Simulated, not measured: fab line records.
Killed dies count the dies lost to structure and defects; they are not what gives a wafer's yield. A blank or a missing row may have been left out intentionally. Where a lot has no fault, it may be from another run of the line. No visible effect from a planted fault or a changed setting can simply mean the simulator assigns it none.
The same fault as seen by 2 desks :: flow nandHarc :: what lay behind the numbers comes last; until then each desk has only its own

## THE METROLOGY DESK
Lot by lot, what the gauges showed, no matter which tool ran the lot: averages of those sampled wafers that carry a number. Marked OUT: a lot whose mean sits more than 4 standard deviations from the usual mean, which makes it out of limits; the brackets give that distance.
Columns: A = thkNm at NHARC_A_BONDPAD_THK_MEAS_30, usual 199.4 nm
lot: L963
first seen here: day 23 04:49
A: 200.5

lot: L965
first seen here: day 23 20:31
A: 199.9

lot: L964
first seen here: day 24 01:37
A: 198.9

lot: L966
first seen here: day 24 02:11
A: 201.6

lot: L967
first seen here: day 24 04:22
A: 199.5

lot: L968
first seen here: day 25 07:58
A: 201.5

lot: L969
first seen here: day 26 04:41
A: 197.4

lot: L973
first seen here: day 27 11:55
A: 198.0

lot: L976
first seen here: day 28 04:37
A: 199.2

lot: L974
first seen here: day 28 07:47
A: 201.3

lot: L975
first seen here: day 28 13:37
A: 197.8

lot: L980
first seen here: day 29 12:59
A: 197.6

lot: L984
first seen here: day 31 07:08
A: 198.9

lot: L986
first seen here: day 31 14:29
A: 197.7

lot: L985
first seen here: day 31 20:41
A: 199.3
This desk found nothing out of limits on any of the 15 lots.

## TOOL OWNER'S DESK, rieDiel-02
The tool's own readings at NHARC_A_BONDPAD_ETCH_12 (etches the open film in CHF3/O2, target depth 220 nm, time 110 s): means of the sampled wafers that have a number, for each lot that ran on this tool. Marked OUT: a lot whose mean sits more than 4 standard deviations from the usual mean, which makes it out of limits; the brackets give that distance.
Columns: A = drypumpMotorCurrentA at NHARC_A_BONDPAD_ETCH_12, usual 5.9 A; B = oesProductAu at NHARC_A_BONDPAD_ETCH_12, usual 0.944 a.u.; C = rfFwdPowerW at NHARC_A_BONDPAD_ETCH_12, usual 497.1 W; D = rfVppV at NHARC_A_BONDPAD_ETCH_12, usual 370.4 V; E = showerheadPlenumPTorr at NHARC_A_BONDPAD_ETCH_12, usual 2.39 Torr; F = throttleValvePct at NHARC_A_BONDPAD_ETCH_12, usual 20.572 %
lot: L963
first seen here: day 23 05:48
A: 5.9
B: 0.938
C: 496.8
D: 369.9
E: 2.36
F: 20.573

lot: L965
first seen here: day 23 21:28
A: 5.8
B: 0.985
C: 495.9
D: 367.9
E: 2.30
F: 20.576

lot: L964
first seen here: day 24 02:27
A: 6.0
B: 0.928
C: 498.2
D: 369.7
E: 2.38
F: 20.570

lot: L966
first seen here: day 24 03:09
A: 6.0
B: 0.935
C: 497.0
D: 370.2
E: 2.38
F: 20.575

lot: L973
first seen here: day 27 12:53
A: 5.9
B: 0.952
C: 496.6
D: 370.3
E: 2.38
F: 20.572

lot: L976
first seen here: day 28 05:35
A: 6.0
B: 0.941
C: 476.5 (-11) OUT
D: 371.2
E: 2.44
F: 20.567

lot: L974
first seen here: day 28 08:43
A: 5.9
B: 0.875
C: 459.6 (-21) OUT
D: 370.3
E: 2.43
F: 20.573

lot: L975
first seen here: day 28 14:35
A: 6.0
B: 0.939
C: 477.3 (-11) OUT
D: 372.5
E: 2.44
F: 20.570

lot: L985
first seen here: day 31 21:39
A: 5.9
B: 0.972
C: 497.8
D: 368.6
E: 2.30
F: 20.569
Finding of this desk: L974, L975, L976 out of limits; the first was L976 at day 28 05:35, on rfFwdPowerW at NHARC_A_BONDPAD_ETCH_12. L963, L965, L964, L966, L973, L985: within limits.

## TAKEN TOGETHER
The tool owner's desk had the chance to raise an alarm at day 28 05:35 on L974, L975, L976.
The metrology desk saw nothing out of limits.
The metrology desk holds a record of L974, L975, L976, inside its limits.
All the named lots went through NHARC_A_BONDPAD_ETCH_12 on rieDiel-02.

## WHAT HAD BEEN PUT IN BY THE SIMULATOR
rieDiel-02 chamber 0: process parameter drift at NHARC_A_BONDPAD_ETCH_12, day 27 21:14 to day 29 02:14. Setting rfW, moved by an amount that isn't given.
Shown lots that were struck: L974, L975, L976.
Delay in hours, fault start to first out-of-limits reading, by desk: the tool owner's desk at 8.
